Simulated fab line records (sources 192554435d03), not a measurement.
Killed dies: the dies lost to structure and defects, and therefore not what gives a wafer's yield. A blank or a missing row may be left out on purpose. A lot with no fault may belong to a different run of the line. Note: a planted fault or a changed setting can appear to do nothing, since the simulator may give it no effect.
The tool behind it: which one?    flow n5Finfet    24 lots with 72 wafers sampled at 5 steps, on a route of 1938 steps

WHAT EACH GAUGE READ, for each wafer
N5_BEOL_M10_OCD_MEAS_38.
lot   measured      on      trenchDepthNm (nm)
L074  day 9 17:39   ocd-01  148.8 150.1 146.2
L076  day 10 05:22  ocd-02  150.0 150.3 149.5
L075  day 10 22:07  ocd-02  149.6 147.3 145.0
L077  day 11 07:43  ocd-01  148.0 143.4 147.4
L078  day 11 16:01  ocd-01  148.6 149.3 147.0
L079  day 12 00:42  ocd-02  145.3 148.2 145.9
L080  day 12 07:23  ocd-01  148.6 147.1 149.2
L083  day 12 16:08  ocd-01  151.3 149.5 150.4
L081  day 13 00:05  ocd-02  144.7 144.2 148.1
L082  day 13 00:11  ocd-02  150.1 151.5 152.0
L084  day 13 09:05  ocd-02  151.7 150.3 150.2
L085  day 13 18:52  ocd-01  148.4 148.3 148.3
L089  day 14 02:14  ocd-01  151.9 145.9 147.7
L086  day 14 02:17  ocd-01  150.1 147.4 149.3
L087  day 14 06:51  ocd-01  149.1 148.4 148.6
L088  day 14 09:25  ocd-02  150.5 149.7 148.6
L090  day 14 13:13  ocd-02  149.7 150.1 151.6
L092  day 14 20:45  ocd-02  148.3 146.6 148.2
L093  day 14 21:06  ocd-02  149.9 149.1 147.1
L091  day 15 02:29  ocd-01  150.6 150.0 147.6
L094  day 16 00:21  ocd-01  149.9 148.3 149.9
L095  day 16 00:49  ocd-01  148.0 146.4 148.5
L097  day 16 16:37  ocd-01  149.4 148.4 149.3
L096  day 17 04:23  ocd-01  148.6 149.2 147.2

N5_BEOL_M11_CD_MEAS_18: pitch 140 nm, target cd 70 nm.
lot   measured      on        cdNm (nm)
L074  day 10 00:37  cdSem-02  69.6 69.2 69.6
L076  day 10 12:16  cdSem-01  69.8 69.9 70.2
L075  day 11 03:17  cdSem-01  69.9 70.2 69.7
L077  day 11 14:02  cdSem-01  70.0 69.1 70.1
L078  day 11 21:58  cdSem-03  69.9 69.7 70.4
L079  day 12 08:17  cdSem-03  69.7 70.2 69.1
L080  day 12 13:21  cdSem-03  69.0 69.2 69.6
L083  day 12 22:19  cdSem-02  70.6 69.3 70.8
L081  day 13 04:59  cdSem-02  70.0 70.4 69.3
L082  day 13 05:11  cdSem-03  69.5 69.9 70.2
L084  day 13 15:44  cdSem-03  70.3 70.2 70.3
L085  day 14 02:34  cdSem-01  70.2 70.5 69.9
L089  day 14 08:59  cdSem-01  70.1 70.3 70.8
L086  day 14 08:34  cdSem-03  69.8 69.5 69.6
L087  day 14 11:38  cdSem-03  70.0 70.3 69.8
L088  day 14 14:37  cdSem-01  69.7 69.2 70.1
L090  day 14 21:56  cdSem-03  70.0 70.8 69.6
L092  day 15 01:47  cdSem-01  70.3 70.6 70.0
L093  day 15 03:38  cdSem-03  69.7 69.9 69.9
L091  day 15 10:55  cdSem-02  70.1 70.8 69.9
L094  day 16 07:15  cdSem-03  70.2 70.8 69.0
L095  day 16 07:07  cdSem-01  69.5 68.8 69.1
L097  day 16 23:01  cdSem-03  69.7 70.2 69.0
L096  day 17 09:36  cdSem-01  70.0 69.3 69.1

WHICH TOOL RAN EACH LOT (tool, then ch and the chambers of the sampled wafers, then the start)
lot   N5_BEOL_M10_VIA_ETCH_34            N5_BEOL_M10_STRIP_36               N5_BEOL_M10_CURE_72
L074  rieDiel-02 ch 0,1,3, day 9 17:22   rieDiel-02 ch 0,1,3, day 9 17:25   uvCure-02 ch 0, day 9 17:53
L076  rieDiel-01 ch 0,2, day 10 05:05    rieDiel-01 ch 0,2, day 10 05:08    uvCure-02 ch 2, day 10 05:37
L075  rieDiel-02 ch 2,3, day 10 21:50    rieDiel-02 ch 2,3, day 10 21:53    uvCure-03 ch 0, day 10 22:28
L077  rieDiel-02 ch 0,3, day 11 07:26    rieDiel-02 ch 0,3, day 11 07:29    uvCure-01 ch 2, day 11 08:17
L078  rieDiel-04 ch 0,1,2, day 11 15:44  rieDiel-04 ch 0,1,2, day 11 15:47  uvCure-01 ch 1, day 11 16:13
L079  rieDiel-02 ch 1,2,3, day 12 00:25  rieDiel-02 ch 1,2,3, day 12 00:29  uvCure-02 ch 1, day 12 00:56
L080  rieDiel-02 ch 1,2, day 12 07:06    rieDiel-02 ch 1,2, day 12 07:10    uvCure-03 ch 2, day 12 07:38
L083  rieDiel-04 ch 1,3, day 12 15:52    rieDiel-04 ch 1,3, day 12 15:55    uvCure-03 ch 1, day 12 16:28
L081  rieDiel-02 ch 1,3, day 12 23:47    rieDiel-02 ch 1,3, day 12 23:51    uvCure-03 ch 0, day 13 00:22
L082  rieDiel-04 ch 1,2,3, day 12 23:54  rieDiel-04 ch 1,2,3, day 12 23:58  uvCure-02 ch 0, day 13 00:26
L084  rieDiel-04 ch 0,1,2, day 13 08:48  rieDiel-04 ch 0,1,2, day 13 08:52  uvCure-03 ch 0, day 13 09:20
L085  rieDiel-04 ch 0,1,2, day 13 18:35  rieDiel-04 ch 0,1,2, day 13 18:38  uvCure-01 ch 1, day 13 19:04
L089  rieDiel-02 ch 0,1,3, day 14 01:57  rieDiel-02 ch 0,1,3, day 14 02:01  uvCure-01 ch 0, day 14 02:32
L086  rieDiel-01 ch 0,2,3, day 14 01:59  rieDiel-01 ch 0,2,3, day 14 02:03  uvCure-03 ch 2, day 14 02:38
L087  rieDiel-01 ch 0,2, day 14 06:34    rieDiel-01 ch 0,2, day 14 06:37    uvCure-01 ch 2, day 14 07:05
L088  rieDiel-04 ch 1,3, day 14 09:08    rieDiel-04 ch 1,3, day 14 09:11    uvCure-01 ch 0, day 14 09:40
L090  rieDiel-04 ch 1,2,3, day 14 12:55  rieDiel-04 ch 1,2,3, day 14 12:59  uvCure-01 ch 2, day 14 13:55
L092  rieDiel-02 ch 2,3, day 14 20:28    rieDiel-02 ch 2,3, day 14 20:31    uvCure-02 ch 2, day 14 21:00
L093  rieDiel-04 ch 0,2, day 14 20:49    rieDiel-04 ch 0,2, day 14 20:53    uvCure-01 ch 0, day 14 21:28
L091  rieDiel-01 ch 0,2,3, day 15 02:12  rieDiel-01 ch 0,2,3, day 15 02:16  uvCure-01 ch 1, day 15 02:41
L094  rieDiel-01 ch 1,2,3, day 16 00:04  rieDiel-01 ch 1,2,3, day 16 00:08  uvCure-03 ch 0, day 16 00:32
L095  rieDiel-01 ch 1,3, day 16 00:32    rieDiel-01 ch 1,3, day 16 00:35    uvCure-01 ch 2, day 16 01:07
L097  rieDiel-04 ch 2,3, day 16 16:20    rieDiel-04 ch 2,3, day 16 16:23    uvCure-03 ch 2, day 16 16:49
L096  rieDiel-01 ch 0,1,2, day 17 04:06  rieDiel-01 ch 0,1,2, day 17 04:10  uvCure-01 ch 2, day 17 04:44
- N5_BEOL_M10_VIA_ETCH_34: etches SiCOH lowk in C4F6/O2, target depth 184.5 nm, time 69.2 s.
- N5_BEOL_M10_STRIP_36: strips in N2/H2.
- N5_BEOL_M10_CURE_72: cures SiCOH lowk, time 120 s.

AS READ BY THE TOOLS THEMSELVES (means over the sampled wafers that have a number; for cases with no such wafer, the mark the record gives instead)
N5_BEOL_M10_VIA_ETCH_34.
lot   tool        drypumpMotorCurrentA (A)  oesProductAu (a.u.)  rfVppV (V)  showerheadPlenumPTorr (Torr)  throttleValvePct (%)
L074  rieDiel-02  5.1                       0.74                 667         2.91                          21.10
L076  rieDiel-01  5.8                       0.86                 679         3.00                          20.69
L075  rieDiel-02  5.4                       0.72                 675         2.86                          20.86
L077  rieDiel-02  5.5                       0.69                 667         2.92                          21.16
L078  rieDiel-04  5.5                       0.79                 656         2.81                          20.94
L079  rieDiel-02  5.1                       0.74                 671         2.87                          20.98
L080  rieDiel-02  5.0                       0.76                 669         2.85                          21.08
L083  rieDiel-04  5.5                       0.83                 656         2.81                          20.89
L081  rieDiel-02  5.0                       0.73                 667         2.91                          21.01
L082  rieDiel-04  5.5                       0.82                 655         2.84                          20.93
L084  rieDiel-04  5.6                       0.87                 655         2.81                          20.83
L085  rieDiel-04  5.5                       0.86                 654         2.81                          20.84
L089  rieDiel-02  5.2                       0.80                 667         2.89                          21.03
L086  rieDiel-01  5.7                       0.82                 674         2.91                          20.75
L087  rieDiel-01  5.5                       0.82                 681         2.98                          20.74
L088  rieDiel-04  5.5                       0.82                 655         2.80                          20.90
L090  rieDiel-04  5.5                       0.81                 655         2.83                          20.95
L092  rieDiel-02  5.4                       0.69                 675         2.85                          20.90
L093  rieDiel-04  5.6                       0.89                 657         2.81                          20.79
L091  rieDiel-01  5.7                       0.81                 673         2.90                          20.76
L094  rieDiel-01  5.9                       0.84                 669         2.88                          20.74
L095  rieDiel-01  5.8                       0.87                 665         2.86                          20.72
L097  rieDiel-04  5.6                       0.78                 657         2.86                          21.01
L096  rieDiel-01  5.8                       0.83                 675         2.95                          20.74

N5_BEOL_M10_STRIP_36.
lot   tool        drypumpMotorCurrentA (A)  oesProductAu (a.u.)  rfVppV (V)  showerheadPlenumPTorr (Torr)  throttleValvePct (%)
L074  rieDiel-02  5.1                       0.74                 59.2        2.60                          23.81
L076  rieDiel-01  5.8                       0.85                 60.6        2.68                          23.41
L075  rieDiel-02  5.4                       0.70                 57.7        2.55                          23.48
L077  rieDiel-02  5.5                       0.68                 58.9        2.61                          23.95
L078  rieDiel-04  5.5                       0.80                 59.8        2.51                          23.70
L079  rieDiel-02  5.1                       0.74                 59.5        2.56                          23.56
L080  rieDiel-02  5.0                       0.77                 58.1        2.54                          23.70
L083  rieDiel-04  5.5                       0.83                 58.4        2.50                          23.73
L081  rieDiel-02  5.0                       0.73                 59.7        2.60                          23.59
L082  rieDiel-04  5.5                       0.82                 58.6        2.53                          23.71
L084  rieDiel-04  5.5                       0.88                 59.0        2.51                          23.59
L085  rieDiel-04  5.5                       0.86                 58.7        2.51                          23.57
L089  rieDiel-02  5.2                       0.79                 59.3        2.58                          23.75
L086  rieDiel-01  5.7                       0.81                 59.6        2.59                          23.44
L087  rieDiel-01  5.5                       0.81                 59.9        2.66                          23.45
L088  rieDiel-04  5.5                       0.82                 58.8        2.50                          23.77
L090  rieDiel-04  5.5                       0.82                 58.2        2.53                          23.74
L092  rieDiel-02  5.4                       0.69                 59.5        2.54                          23.51
L093  rieDiel-04  5.6                       0.88                 59.5        2.51                          23.38
L091  rieDiel-01  5.7                       0.82                 59.0        2.59                          23.43
L094  rieDiel-01  5.9                       0.84                 59.6        2.57                          23.46
L095  rieDiel-01  5.8                       0.87                 59.3        2.55                          23.48
L097  rieDiel-04  5.6                       0.79                 58.4        2.55                          23.70
L096  rieDiel-01  5.8                       0.82                 58.3        2.63                          23.49

N5_BEOL_M10_CURE_72.
lot   tool       lampPowerPct (%)  wafer_temp_C_max
L074  uvCure-02  52.31             371.3
L076  uvCure-02  52.32             371.3
L075  uvCure-03  52.31             371.5
L077  uvCure-01  52.26             371.3
L078  uvCure-01  52.30             372.4
L079  uvCure-02  52.27             372.2
L080  uvCure-03  52.36             371.0
L083  uvCure-03  52.32             372.5
L081  uvCure-03  52.31             371.8
L082  uvCure-02  52.31             371.2
L084  uvCure-03  52.33             371.3
L085  uvCure-01  52.31             372.2
L089  uvCure-01  52.30             371.3
L086  uvCure-03  52.27             371.3
L087  uvCure-01  52.30             371.4
L088  uvCure-01  52.30             371.1
L090  uvCure-01  52.33             371.8
L092  uvCure-02  52.32             371.7
L093  uvCure-01  52.36             371.3
L091  uvCure-01  52.34             372.5
L094  uvCure-03  52.37             371.6
L095  uvCure-01  52.31             371.4
L097  uvCure-03  52.31             371.5
L096  uvCure-01  52.32             371.8

THE ANSWER, worked out from the rows above alone
Rule: the usual values come from the lots themselves. The widest of any qualifying gaps counts: lots, ordered by their means at a reading, are off when they make up no more than a third of the lots, leave a main group of 4 or more, and stand apart from it by 3 or more times the standard deviation of that group's means. If all means in a main group match to the digits the tables above print for the reading, that group is not used. A lot without any number at a reading at which 4 lots or more have one is off too. Where the step has rows for the other lots, those lots are counted as sound. The gauges are gone through in route order, then the tools' own readings, and for those a lot's mean is taken as printed above. The first step at which some lot is off is used, and at that step the reading that is off furthest; a lot without a number counts as furthest.
Across all readings shown, no lot is off: no conclusion can be drawn from this.

WHAT THE SIMULATOR HAD PUT IN
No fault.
